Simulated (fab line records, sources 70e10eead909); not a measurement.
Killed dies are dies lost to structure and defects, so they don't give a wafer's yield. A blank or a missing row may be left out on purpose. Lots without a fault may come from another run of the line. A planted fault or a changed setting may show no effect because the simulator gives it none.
Chamber matching | flow nand_harc | NHARC_A_CONTACT_ETCH_92 on rie_diel-04: 4 sister chambers
The step etches the open film in CH3F/O2, target depth 40 nm, time 85.7 s. 22 wafers are shown with their chamber, then 11 later ones without.

WAFERS WITH THEIR CHAMBER
wafer  | chamber | showerhead_plenum_p_Torr (Torr) | drypump_motor_current_A (A) | bias_w (W)
L084.1 | 0       | 2.55                            | 5.5                         | 99.6
L084.3 | 2       | 2.54                            | 5.2                         | 100.4
L084.6 | 3       | 2.50                            | 5.3                         | 100.3
L083.1 | 3       | 2.50                            | 5.3                         | 100.3
L083.4 | 0       | 2.55                            | 5.4                         | 100.2
L083.6 | 3       | 2.50                            | 5.3                         | 100.2
L085.3 | 3       | 2.50                            | 5.3                         | 99.9
L085.4 | 2       | 2.54                            | 5.2                         | 99.9
L085.5 | 0       | 2.55                            | 5.4                         | 99.7
L082.2 | 0       | 2.55                            | 5.4                         | 100.1
L082.5 | 3       | 2.50                            | 5.3                         | 100.0
L082.6 | 0       | 2.55                            | 5.4                         | 99.6
L087.1 | 1       | 2.44                            | 5.4                         | 99.5
L087.2 | 0       | 2.55                            | 5.5                         | 99.8
L087.6 | 2       | 2.54                            | 5.2                         | 100.3
L086.3 | 1       | 2.44                            | 5.4                         | 100.0
L086.4 | 2       | 2.54                            | 5.2                         | 100.3
L086.6 | 3       | 2.49                            | 5.3                         | 100.0
L090.1 | 1       | 2.44                            | 5.4                         | 99.4
L090.3 | 2       | 2.54                            | 5.2                         | 100.3
L090.4 | 3       | 2.49                            | 5.3                         | 100.1
L092.1 | 1       | 2.44                            | 5.4                         | 100.2

SIGNATURES (means of the wafers above)
reading                  | chamber 0 | chamber 1 | chamber 2 | chamber 3 | scatter within a chamber
showerhead_plenum_p_Torr | 2.5500    | 2.4400    | 2.5400    | 2.4971    | 0.00282
drypump_motor_current_A  | 5.433     | 5.400     | 5.200     | 5.300     | 0.0272
bias_w                   | 99.833    | 99.775    | 100.240   | 100.114   | 0.245
Rule: a wafer's distance from a chamber is the root of the sum, over the readings, of the square of ((its reading less the chamber's mean) divided by the reading's scatter). The wafer belongs to the nearest chamber; if the next one is less than 2 further off, it can't be placed. The scatter: the root of (the sum of the squares of (reading less its chamber's mean) over the shown wafers, divided by (wafers less chambers)).

WAFERS WITHOUT THEIR CHAMBER
wafer  | showerhead_plenum_p_Torr (Torr) | drypump_motor_current_A (A) | bias_w (W)
L092.2 | 2.54                            | 5.5                         | 99.3
L092.3 | 2.49                            | 5.3                         | 100.1
L091.2 | 2.54                            | 5.2                         | 100.1
L091.5 | 2.54                            | 5.4                         | 99.7
L091.6 | 2.49                            | 5.3                         | 100.2
L094.1 | 2.49                            | 5.3                         | 99.2
L094.4 | 2.54                            | 5.2                         | 100.0
L094.5 | 2.54                            | 5.2                         | 99.9
L097.1 | 2.49                            | 5.3                         | 99.7
L097.3 | 2.54                            | 5.4                         | 99.8
L097.4 | 2.44                            | 5.4                         | 100.5

WHICH CHAMBER EACH WENT THROUGH
wafer  | from the rows above | in truth
L092.2 | 0                   | 0
L092.3 | 3                   | 3
L091.2 | 2                   | 2
L091.5 | 0                   | 0
L091.6 | 3                   | 3
L094.1 | 3                   | 3
L094.4 | 2                   | 2
L094.5 | 2                   | 2
L097.1 | 3                   | 3
L097.3 | 0                   | 0
L097.4 | 1                   | 1
Placed correctly: 11 of 11. Can't be placed from these rows: 0. Placed wrongly: 0.
